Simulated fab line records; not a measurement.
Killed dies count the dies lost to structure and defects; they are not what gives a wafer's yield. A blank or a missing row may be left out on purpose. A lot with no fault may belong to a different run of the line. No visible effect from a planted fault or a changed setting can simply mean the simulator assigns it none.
Matching of chambers    flow n5_finfet    N5_MOL_CONTACT_COAG_STRIP_98 on rie_diel-03: 4 sister chambers
The step strips in N2/H2. 18 wafers are shown with their chamber, then 9 later ones without.

EACH WAFER AND ITS CHAMBER
wafer   chamber  drypump_motor_current_A (A)  showerhead_plenum_p_Torr (Torr)  throttle_valve_pct (%)
L078.1  1        5.8                          3.56                             18.3
L078.4  3        5.1                          3.20                             18.9
L078.5  0        6.0                          3.47                             19.5
L079.2  1        5.8                          3.56                             18.4
L079.4  0        6.0                          3.46                             19.5
L079.6  2        5.7                          3.53                             18.7
L082.2  1        5.8                          3.56                             18.3
L082.4  3        5.1                          3.19                             18.9
L082.5  1        5.8                          3.56                             18.4
L086.1  0        6.0                          3.46                             19.5
L086.3  1        5.8                          3.55                             18.4
L086.4  2        5.7                          3.52                             18.7
L090.1  3        5.1                          3.18                             19.0
L090.4  2        5.6                          3.52                             18.7
L090.5  0        6.0                          3.45                             19.5
L091.1  3        5.1                          3.18                             19.0
L091.4  2        5.7                          3.52                             18.8
L091.5  2        5.7                          3.52                             18.8

SIGNATURES, as means of the wafers listed above
reading                   chamber 0  chamber 1  chamber 2  chamber 3  scatter within a chamber
drypump_motor_current_A   6.000      5.800      5.680      5.100      0.0239
showerhead_plenum_p_Torr  3.4600     3.5580     3.5220     3.1875     0.00673
throttle_valve_pct        19.500     18.360     18.740     18.950     0.0493
Rule: for each reading, subtract the chamber's mean from the wafer's reading, divide by that reading's scatter and square the result; add these up over the readings and take the root, which gives the wafer's distance from the chamber. The wafer belongs to the nearest chamber; if the next one is less than 2 further off, it can't be placed. The scatter is the square root of a quotient: the sum, over the shown wafers, of each reading's squared deviation from its chamber's mean, divided by wafers minus chambers.

WAFERS WHOSE CHAMBER IS MISSING
wafer   drypump_motor_current_A (A)  showerhead_plenum_p_Torr (Torr)  throttle_valve_pct (%)
L092.1  5.1                          3.18                             19.0
L092.4  6.0                          3.45                             19.6
L092.5  5.6                          3.51                             18.7
L093.1  5.1                          3.18                             19.0
L093.4  5.8                          3.54                             18.4
L093.6  5.6                          3.51                             18.7
L094.1  5.7                          3.51                             18.8
L094.5  5.7                          3.51                             18.8
L094.6  5.1                          3.18                             19.0

EACH ONE'S CHAMBER
wafer   from the rows above  in truth
L092.1  3                    3
L092.4  0                    0
L092.5  2                    2
L093.1  3                    3
L093.4  1                    1
L093.6  2                    2
L094.1  2                    2
L094.5  2                    2
L094.6  3                    3
Correct placement for 9 of the 9. Not placeable from these rows: 0. 0 placed wrongly.
